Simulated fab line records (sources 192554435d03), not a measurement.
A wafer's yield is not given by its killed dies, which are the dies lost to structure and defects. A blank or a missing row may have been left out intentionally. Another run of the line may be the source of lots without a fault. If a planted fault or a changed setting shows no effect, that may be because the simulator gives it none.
fab line records	flow n5_finfet
record: lots: 9	wafers: 27	last_day: 20
route steps=1938 shown BEOL_M3@1001 BEOL_M4@1023 PASSIVATION@1936
lots that met no fault: from a run of the same line without faults
start_h: start of the lot's first displayed wafer, in hours after the record's first day	wait_h: time in hours since the lot's previous step	" identical to the entry in the row above	L1.1+2: a row that stands for several wafers	- no value present, or no start provided	* or withheld: withheld	< > ~ a bound
route shown NAME@n: names a module that has steps shown in the file, with the first one's number in the route	usual: the fault-free wafers' mean and standard deviation	same: alike in all rows	chamber/n: place in a boat	sites: the reading at each site	_std_site: the values' standard deviation	_edge_site: mean of outer sites minus mean of inner sites	radius_mm: for every site, how far away it sits from the centre of the wafer	mask NAME#n: copy n	behind: the most recent tool/chamber to have shaped the wafer	hold: why the lot went on hold/how many hours it stayed there/how the hold came to an end	device: the n, p or np transistor that did not switch	end of line: the same wafers' tests at the end of the route	a step given without rows: its recipe and nothing more	killed: not the wafer's yield, but the dies lost to structure and defects at the first sort	map: a wafer's dies, marking killed ones x, the rest . and places with no die _
set.NAME: the run value of the setting; set.NAME@STEP: its run value at that earlier step	model.NAME: the simulator's own value behind a step, which no gauge read
steps of the route over a sample of lots; a table a step, a row a wafer
services: from which hour (start_h, from the record's first day; less than 0 if before it) a tool's chamber was out of use, for how many hours, and why
== steps ==
step: N5_BEOL_M3_ANNEAL_87
recipe: temp_c: 400	time_s: 240	ambient: vacuum
usual: heater_power_w: 831/70	susceptor_temp_C_max: 401.0/0.45
lot.wafer	tool	chamber	start_h	wait_h	heater_power_w	susceptor_temp_C_max
L671.2	pvd_sputter-02	-	214.94	0.0	762	401.3
L671.4	"	-	"	"	859	400.9
L671.6	"	-	"	"	772	400.7
L672.1	pvd_sputter-03	-	215.27	0.0	750	401.9
L672.4	"	-	"	"	889	400.7
L672.6	"	-	"	"	724	401.9
L673.1	pvd_sputter-01	-	215.64	0.0	943	401.5
L673.2	"	-	"	"	727	402.2
L673.5	"	-	"	"	803	401.3
L677.1	pvd_sputter-01	-	232.10	0.0	911	400.8
L677.3	"	-	"	"	933	400.5
L677.4	"	-	"	"	814	401.8
L681.3	pvd_sputter-02	-	247.72	0.0	856	400.8
L681.4	"	-	"	"	829	400.3
L681.6	"	-	"	"	839	400.4
L686.2	pvd_sputter-03	-	295.45	0.0	875	401.1
L686.4	"	-	"	"	732	401.4
L686.5	"	-	"	"	742	401.9
L693.1	pvd_sputter-03	-	319.24	0.0	745	400.7
L693.2	"	-	"	"	744	402.3
L693.6	"	-	"	"	890	400.8
L691.1	pvd_sputter-02	-	334.05	0.0	853	400.8
L691.4	"	-	"	"	764	401.0
L691.6	"	-	"	"	774	400.8
L692.1	pvd_sputter-01	-	339.63	0.0	759	401.5
L692.3	"	-	"	"	935	400.7
L692.6	"	-	"	"	920	401.5
step: N5_BEOL_M3_ANNEAL_89
recipe: temp_c: 400	time_s: 240	ambient: vacuum
usual: heater_power_w: 831/71	susceptor_temp_C_max: 401.0/0.41
lot.wafer	tool	chamber	start_h	wait_h	heater_power_w	susceptor_temp_C_max
L671.2	pvd_sputter-02	-	215.16	0.0	779	400.6
L671.4	"	-	"	"	849	401.1
L671.6	"	-	"	"	752	401.0
L672.1	pvd_sputter-03	-	215.49	0.0	752	401.9
L672.4	"	-	"	"	911	400.5
L672.6	"	-	"	"	742	402.1
L673.1	pvd_sputter-01	-	215.86	0.0	937	401.0
L673.2	"	-	"	"	733	401.5
L673.5	"	-	"	"	833	401.0
L677.1	pvd_sputter-01	-	232.32	0.0	917	401.1
L677.3	"	-	"	"	954	401.0
L677.4	"	-	"	"	812	401.0
L681.3	pvd_sputter-02	-	247.94	0.0	848	401.0
L681.4	"	-	"	"	859	400.3
L681.6	"	-	"	"	842	400.2
L686.2	pvd_sputter-03	-	295.67	0.0	868	400.5
L686.4	"	-	"	"	746	401.0
L686.5	"	-	"	"	736	401.4
L693.1	pvd_sputter-03	-	319.46	0.0	741	400.8
L693.2	"	-	"	"	726	401.9
L693.6	"	-	"	"	882	400.8
L691.1	pvd_sputter-02	-	334.27	0.0	801	400.6
L691.4	"	-	"	"	750	400.8
L691.6	"	-	"	"	770	400.9
L692.1	pvd_sputter-01	-	339.85	0.0	739	401.3
L692.3	"	-	"	"	933	400.8
L692.6	"	-	"	"	915	401.0
step: N5_BEOL_M3_CMP_52
recipe: stop_on: SiOC	t_overpolish_s: 6.8	down_force_psi: 1	platen_rpm: 50	clearing_platen_down_force_psi: 1.5	clearing_platen_rpm: 50	post_cmp_clean: cu_alkaline	target_thk_nm: 40	clearing_platen_pad_velocity_m_s: 0.99484	pad_velocity_m_s: 0.99484
usual: barrier_field_endpoint_s: 24.4/0.55	motor_current_A: 6.2/0.44	overpolish_run_s: 6.801/0.0092	platen_rpm: 50.00/0.033	time_to_endpoint_s: 60/3.1
lot.wafer	tool	chamber	start_h	wait_h	barrier_field_endpoint_s	motor_current_A	overpolish_run_s	platen_rpm	time_to_endpoint_s
L671.4	cmp-04	0	216.50	0.2	24.5	6.5	6.803	49.98	61
L671.2	"	1	"	"	23.9	6.3	6.793	50.07	60
L671.6	"	3	"	"	24.8	5.9	6.789	49.98	62
L672.1	cmp-01	0	216.80	0.3	24.4	5.6	6.820	49.98	62
L672.4	"	1	"	"	24.4	6.1	6.803	50.03	60
L672.6	"	0	"	"	24.8	5.4	6.796	49.92	62
L673.1	cmp-04	2	217.16	0.3	23.7	5.6	6.804	49.97	57
L673.2	"	3	"	"	23.3	5.9	6.806	50.03	55
L673.5	"	3	"	"	23.5	5.7	6.790	50.06	55
L677.1	cmp-04	0	233.99	0.6	41.3	6.4	0.033	49.97	81
L677.4	"	1	"	"	41.3	6.5	0.042	50.02	80
L677.3	"	3	"	"	41.3	5.8	0.040	50.01	82
L681.4	cmp-03	2	250.71	1.6	24.7	6.3	6.792	49.97	62
L681.3	"	0	"	"	24.4	6.2	6.813	49.99	63
L681.6	"	3	"	"	25.1	6.7	6.788	49.95	62
L686.2	cmp-03	1	297.06	0.2	24.4	6.6	6.799	50.03	59
L686.4	"	2	"	"	25.0	6.8	6.787	49.99	59
L686.5	"	0	"	"	24.4	6.5	6.812	50.01	55
L693.2	cmp-03	2	320.79	0.2	23.9	6.6	6.795	50.02	58
L693.1	"	0	"	"	23.1	6.4	6.796	50.01	55
L693.6	"	1	"	"	23.3	6.7	6.817	49.97	57
L691.1	cmp-03	2	335.57	0.3	24.1	6.5	6.814	49.98	57
L691.4	"	3	"	"	24.7	6.7	6.788	50.03	59
L691.6	"	2	"	"	24.2	6.7	6.803	49.99	58
L692.3	cmp-03	1	341.18	0.2	24.3	6.4	6.811	50.05	60
L692.1	"	2	"	"	24.3	6.2	6.813	50.01	59
L692.6	"	1	"	"	23.7	6.2	6.800	50.00	60
step: N5_BEOL_M3_THK_MEAS_53
recipe: thk_meas_gauge: xrf	reads: Cu_of_BEOL_M3_ECD_50
usual: M3_THK: 39.9/1.5
lot.wafer	tool	chamber	start_h	wait_h	M3_THK[nm]
L671.2	film_metro-02	-	216.76	-	37.4
L671.4	"	-	"	"	40.1
L671.6	"	-	"	"	38.9
L672.1	film_metro-02	-	217.09	-	40.0
L672.4	"	-	"	"	39.4
L672.6	"	-	"	"	39.7
L673.1	film_metro-01	-	217.45	-	38.0
L673.2	"	-	"	"	38.2
L673.5	"	-	"	"	37.8
L677.1	film_metro-01	-	234.29	-	153.4
L677.3	"	-	"	"	145.6
L677.4	"	-	"	"	153.0
L681.3	film_metro-02	-	251.01	-	41.1
L681.4	"	-	"	"	42.4
L681.6	"	-	"	"	45.0
L686.2	film_metro-02	-	297.32	-	40.1
L686.4	"	-	"	"	40.1
L686.5	"	-	"	"	40.0
L693.1	film_metro-01	-	321.05	-	39.5
L693.2	"	-	"	"	38.7
L693.6	"	-	"	"	40.6
L691.1	film_metro-02	-	335.86	-	38.2
L691.4	"	-	"	"	39.3
L691.6	"	-	"	"	38.7
L692.1	film_metro-02	-	341.44	-	39.2
L692.3	"	-	"	"	39.7
L692.6	"	-	"	"	41.2
step: N5_BEOL_M3_INSPECT_59
recipe: inspect_instrument: darkfield	mode: post_dep
usual: raw_defect_count: 70/23
lot.wafer	tool	chamber	start_h	wait_h	raw_defect_count
L671.2	defect_inspect-02	-	217.05	0.0	36
L671.4	"	-	"	"	52
L671.6	"	-	"	"	39
L672.1	defect_inspect-01	-	217.39	0.0	106
L672.4	"	-	"	"	49
L672.6	"	-	"	"	56
L673.1	defect_inspect-01	-	217.74	0.0	36
L673.2	"	-	"	"	61
L673.5	"	-	"	"	47
L677.1	defect_inspect-02	-	234.57	0.0	5189
L677.3	"	-	"	"	5001
L677.4	"	-	"	"	4998
L681.3	defect_inspect-02	-	251.30	0.0	76
L681.4	"	-	"	"	89
L681.6	"	-	"	"	73
L686.2	defect_inspect-02	-	297.61	0.0	91
L686.4	"	-	"	"	91
L686.5	"	-	"	"	52
L693.1	defect_inspect-01	-	321.36	0.0	60
L693.2	"	-	"	"	44
L693.6	"	-	"	"	53
L691.1	defect_inspect-02	-	336.23	0.0	72
L691.4	"	-	"	"	59
L691.6	"	-	"	"	82
L692.1	defect_inspect-02	-	341.81	0.0	55
L692.3	"	-	"	"	43
L692.6	"	-	"	"	62
step: N5_BEOL_M4_PECVD_72
recipe: material: SiO2	target_thk_a: 160	temp_c: 400	precursor: TEOS/O2	pressure_torr: 5.5	rf_w: 450	teos_flow_sccm: 53.8	gas: O2	flow_sccm: 3000	time_s: 18
usual: heater_power_w: 791/85	showerhead_plenum_p_Torr: 8.74/0.043	throttle_valve_pct: 22.3/0.64
lot.wafer	tool	chamber	start_h	wait_h	heater_power_w	showerhead_plenum_p_Torr	throttle_valve_pct
L671.2	pecvd-02	1	217.19	0.0	802	8.67	22.4
L671.4	"	0	"	"	741	8.72	22.8
L671.6	"	2	"	"	882	8.77	21.9
L672.1	pecvd-02	2	217.53	0.0	910	8.79	21.9
L672.4	"	1	"	"	725	8.67	22.1
L672.6	"	0	"	"	733	8.71	22.7
L673.1	pecvd-02	1	217.88	0.0	816	8.68	22.2
L673.2	"	0	"	"	690	8.72	23.2
L673.5	"	2	"	"	916	8.77	22.1
L681.3	pecvd-04	0	251.44	0.0	612	8.77	22.5
L681.4	"	1	"	"	889	8.76	23.0
L681.6	"	0	"	"	611	8.76	22.6
L686.2	pecvd-02	2	297.75	0.0	1017	8.78	22.2
L686.4	"	1	"	"	792	8.66	22.4
L686.5	"	2	"	"	1001	8.77	21.9
L693.1	pecvd-01	2	321.50	0.0	751	8.71	21.2
L693.2	"	1	"	"	836	8.74	23.1
L693.6	"	2	"	"	717	8.71	21.4
L691.1	pecvd-01	2	336.37	0.0	789	8.71	21.5
L691.4	"	2	"	"	796	8.72	21.2
L691.6	"	1	"	"	863	8.74	23.1
L692.1	pecvd-04	0	341.95	0.0	695	8.76	22.4
L692.3	"	2	"	"	748	8.74	22.2
L692.6	"	0	"	"	717	8.77	22.4
step: N5_BEOL_M4_RC_MEAS_101
usual: DIBL_N: 36.0/1.3	DIBL_P: 36.2/1.7	IOFF_N: 0.155/0.024	IOFF_P: 0.21/0.034	ION_N: 674/9	ION_P: 463/7.1	SS_N: 71.4/0.5	SS_P: 73.4/0.57	VT_N: 250.0/2.8	VT_P: -251/3.2
lot.wafer	tool	chamber	start_h	wait_h	DIBL_N[mV/V]	DIBL_P[mV/V]	IOFF_N[nA/um]	IOFF_P[nA/um]	ION_N[uA/um]	ION_P[uA/um]	SS_N[mV/dec]	SS_P[mV/dec]	VT_N[mV]	VT_P[mV]
L671.2	prober-01	0	244.66	0.3	35.0	35.0	0.125	0.17	663	455	71.2	73.1	253.3	-254
L671.4	"	0	"	"	37.0	37.2	0.158	0.20	673	454	72.1	73.6	252.0	-251
L671.6	"	0	"	"	36.8	37.1	0.155	0.20	667	458	71.5	73.3	248.5	-251
L672.1	prober-01	0	249.90	0.0	35.8	35.3	0.143	0.18	675	457	71.1	72.9	250.7	-252
L672.4	"	0	"	"	35.7	35.4	0.144	0.19	675	458	70.8	73.4	251.6	-252
L672.6	"	0	"	"	37.3	37.0	0.171	0.20	680	459	71.6	73.3	249.7	-251
L673.1	prober-02	0	252.50	0.0	35.3	33.8	0.133	0.19	674	466	71.6	72.8	251.5	-251
L673.2	"	0	"	"	37.4	36.0	0.164	0.22	681	467	71.4	73.2	247.7	-250
L673.5	"	0	"	"	35.4	33.4	0.134	0.19	665	463	71.7	73.0	251.1	-251
L681.3	prober-01	0	289.16	0.3	35.9	37.4	0.173	0.21	678	460	71.4	73.1	248.6	-249
L681.4	"	0	"	"	33.2	34.1	0.126	0.17	670	463	70.8	72.8	253.2	-251
L681.6	"	0	"	"	36.0	37.1	0.177	0.22	688	471	71.2	73.1	248.4	-249
L686.2	prober-02	0	319.44	0.2	38.0	38.0	0.180	0.24	680	466	71.8	73.8	249.6	-252
L686.4	"	0	"	"	36.2	36.0	0.142	0.20	664	459	71.0	73.3	249.0	-252
L686.5	"	0	"	"	36.5	35.8	0.143	0.20	667	463	71.7	73.8	253.3	-252
L693.1	prober-01	0	347.71	0.0	35.7	34.9	0.135	0.20	676	464	70.9	73.0	251.9	-251
L693.2	"	0	"	"	34.8	34.3	0.120	0.19	668	464	71.0	72.4	255.6	-249
L693.6	"	0	"	"	34.3	34.5	0.121	0.19	664	464	70.4	72.5	253.3	-250
L692.1	prober-01	0	358.50	0.0	34.6	34.0	0.126	0.16	657	447	70.6	73.1	257.1	-257
L692.3	"	0	"	"	33.5	33.6	0.124	0.16	658	453	71.5	72.0	253.6	-256
L692.6	"	0	"	"	33.9	33.6	0.121	0.16	655	453	71.5	73.2	253.1	-256
L691.1	prober-01	0	373.59	0.0	34.7	32.5	0.112	0.16	663	452	71.0	73.3	256.1	-255
L691.4	"	0	"	"	35.3	34.4	0.135	0.18	673	460	70.2	72.5	253.0	-251
L691.6	"	0	"	"	35.4	33.5	0.127	0.17	668	458	70.6	72.5	254.5	-253
step: N5_PASSIVATION_PROBE_49
usual: defect_limited_yield: 90.8/1.7	killed_at_M0_to_M3: 37/12	killed_at_M4_up: 15/5.6	killed_at_contacts: 13/6.9	killed_at_front_end: 40/11	killed_at_other: 4/3.2	killed_dies: 109/20	killed_on_rim: 14/4.3	killed_open: 73/15	killed_short: 35/8.3	sort_bin_5_function: 5.4/1.1	sort_bin_6_memory: 3.5/0.73	sort_n_pass: 1071/20	sort_yield_pct: 90.8/1.7
same: gross_dies: 1180	killed_at_back_side: 0	sort_bin_4_leakage[%]: 0	sort_bin_8_speed[%]: 0
lot.wafer	tool	chamber	start_h	wait_h	defect_limited_yield[%]	killed_at_M0_to_M3	killed_at_M4_up	killed_at_contacts	killed_at_front_end	killed_at_other	killed_dies	killed_on_rim	killed_open	killed_short	sort_bin_5_function[%]	sort_bin_6_memory[%]	sort_n_pass	sort_yield_pct[%]
L671.2	prober-01	-	341.71	0.1	91.9	36	24	6	26	4	96	18	61	34	5.3	2.5	1084	91.9
L671.4	prober-01	-	341.81	0.2	93.2	23	22	8	26	1	80	10	60	18	4.1	2.6	1100	93.2
L671.6	prober-01	-	341.91	0.3	88.8	62	30	6	32	2	132	19	84	47	6.6	4.1	1048	88.8
L677.1	prober-01	-	377.42	0.0	0	1080	11	25	54	10	1180	152	103	45	8.3	4.1	0	0
L677.3	prober-01	-	377.52	0.1	0	1099	14	27	34	6	1180	152	74	36	6.1	3.0	0	0
L677.4	prober-01	-	377.57	0.2	0	1093	16	25	43	3	1180	152	82	40	5.4	4.6	0	0
L686.2	prober-01	-	425.93	0.1	90.8	42	13	14	38	1	108	14	64	44	5.9	3.0	1072	90.8
L686.4	prober-01	-	426.03	0.2	90.1	38	17	17	37	8	117	17	69	48	5.3	4.4	1063	90.1
L686.5	prober-01	-	426.08	0.2	93.3	34	11	15	18	1	79	11	47	31	4.2	2.1	1101	93.3
killed by level:class
L671.2 BEOL_M4:geometric_particle:open=13 BEOL_M0_SAQP:geometric_particle:short=11 BEOL_M0_SAQP:geometric_particle:open=9 BEOL_M2:geometric_particle:open=6 DUMMY_GATE:geometric_particle:open=5 FIN_SAQP:geometric_particle:open=4 MOL_CONTACT_COAG:geometric_particle:open=4 STI_FIN_REVEAL:geometric_particle:open=3
L671.4 BEOL_M4:geometric_particle:open=12 MOL_CONTACT_COAG:geometric_particle:open=7 DUMMY_GATE:geometric_particle:open=6 BEOL_M0_SAQP:geometric_particle:open=5 BEOL_M3:geometric_particle:open=5 STI_FIN_REVEAL:geometric_particle:open=4 BEOL_M5:geometric_particle:open=4 BEOL_M0_SAQP:geometric_particle:short=4
L671.6 STI_FIN_REVEAL:geometric_particle:open=11 BEOL_M4:geometric_particle:open=11 BEOL_M0_SAQP:geometric_particle:open=9 BEOL_M0_SAQP:geometric_particle:short=8 BEOL_M2:geometric_particle:open=8 BEOL_M3:geometric_particle:open=8 FIN_SAQP:geometric_particle:open=7 BEOL_M0:geometric_particle:open=7
L677.1 BEOL_M3:area_cmp=1031 MOL_CONTACT_COAG:geometric_particle:open=20 BEOL_M0_SAQP:geometric_particle:open=17 BEOL_M0_SAQP:geometric_particle:short=16 STI_FIN_REVEAL:geometric_particle:open=15 FIN_SAQP:geometric_particle:open=8 ILD0:geometric_particle:open=7 FIN_SAQP:geometric_particle:short=5
L677.3 BEOL_M3:area_cmp=1069 MOL_CONTACT_COAG:geometric_particle:open=20 BEOL_M0_SAQP:geometric_particle:short=10 BEOL_M0_SAQP:geometric_particle:open=9 FIN_SAQP:geometric_particle:open=6 GATE_CUT:geometric_particle:short=6 MOL_CONTACT_COAG:geometric_particle:short=6 GATE_CUT:geometric_particle:open=5
L677.4 BEOL_M3:area_cmp=1058 MOL_CONTACT_COAG:geometric_particle:open=21 FIN_SAQP:geometric_particle:short=9 BEOL_M1:geometric_particle:open=8 STI_FIN_REVEAL:geometric_particle:open=8 BEOL_M5:geometric_particle:open=8 FIN_SAQP:geometric_particle:open=7 BEOL_M2:geometric_particle:open=6
L686.2 BEOL_M2:geometric_particle:open=16 FIN_SAQP:geometric_particle:open=9 MOL_CONTACT_COAG:geometric_particle:open=9 GATE_CUT:geometric_particle:short=8 FIN_SAQP:geometric_particle:short=7 BEOL_M0_SAQP:geometric_particle:short=6 BEOL_M2:geometric_particle:short=6 BEOL_M5:geometric_particle:open=6
L686.4 MOL_CONTACT_COAG:geometric_particle:open=14 BEOL_M0_SAQP:geometric_particle:short=9 FIN_SAQP:geometric_particle:open=7 GATE_CUT:geometric_particle:short=7 BEOL_M2:geometric_particle:open=6 BEOL_M2:geometric_particle:short=6 BEOL_M3:geometric_particle:open=6 BEOL_M4:geometric_particle:open=6
L686.5 MOL_CONTACT_COAG:geometric_particle:open=14 BEOL_M2:geometric_particle:short=8 FIN_SAQP:geometric_particle:short=6 BEOL_M2:geometric_particle:open=6 BEOL_M5:geometric_particle:open=6 BEOL_M0_SAQP:geometric_particle:short=5 STI_FIN_REVEAL:geometric_particle:open=4 BEOL_M1:geometric_particle:open=4
== services ==
tool	chamber	start_h	hours	kind
cmp-04	-	196.76	2.9	repair
pecvd-04	2	209.60	-	calibration
cmp-03	-	230.10	4.0	pm
cmp-03	-	234.10	-	consumable_replace:conditioner
cmp-03	-	234.10	-	consumable_replace:pad
pecvd-02	-	239.28	0.8	repair
cmp-01	-	239.63	12.3	repair
pecvd-01	-	242.61	1.4	repair
cmp-03	-	246.85	3.4	repair
cmp-04	-	247.41	4.0	pm
cmp-04	-	251.41	-	consumable_replace:conditioner
cmp-04	-	251.41	-	consumable_replace:pad
pecvd-01	1	252.95	6.0	repair
pecvd-02	2	258.27	5.5	scheduled_down
cmp-03	-	262.37	2.5	repair
pecvd-04	2	280.44	5.3	repair
cmp-01	-	288.63	2.4	repair
pecvd-01	0	309.09	-	clean
cmp-03	-	312.21	3.3	pm
cmp-03	-	318.05	1.8	repair
pecvd-02	2	321.90	2.1	scheduled_down
cmp-01	-	327.51	4.0	pm
cmp-04	-	331.17	1.9	repair
cmp-01	-	335.24	6.8	pm
== key ==
first_sign: step: N5_BEOL_M3_CMP_52	reading: overpolish_run_s	direction: down	sigmas: 99+	usual: 6.801	struck: 0.038
effect: step: N5_BEOL_M3_CMP_52	reading: barrier_field_endpoint_s	direction: up	sigmas: 31	usual: 24.4	struck: 41.3
effect: step: N5_BEOL_M3_THK_MEAS_53	reading: M3_THK	direction: up	sigmas: 74	usual: 39.9	struck: 150.6
effect: step: N5_BEOL_M3_INSPECT_59	reading: raw_defect_count	direction: up	sigmas: 99+	usual: 70	struck: 5063
effect: step: N5_PASSIVATION_PROBE_49	reading: killed_at_M0_to_M3	direction: up	sigmas: 87	usual: 37	struck: 1091
more_kills_born_at: N5_BEOL_M3_CMP_52@cmp-04: 3158
met_at N5_BEOL_M3_CMP_52
struck_lots L677
later_rows_left_out L677.1,L677.3,L677.4
not_acting_at N5_BEOL_M3_ANNEAL_87,N5_BEOL_M3_ANNEAL_89,N5_BEOL_M4_PECVD_72
onset_between 217.16 233.99
fault: kind: process_parameter_drift	tool: cmp-04	chamber: -	onset_h: 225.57	steps: N5_BEOL_M3_CMP_52	channel: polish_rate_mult	offset: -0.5	shape: step
later_rows_left_out: the simulator's readings of these wafers behind a module that went badly wrong aren't trusted and aren't shown, but for the sort
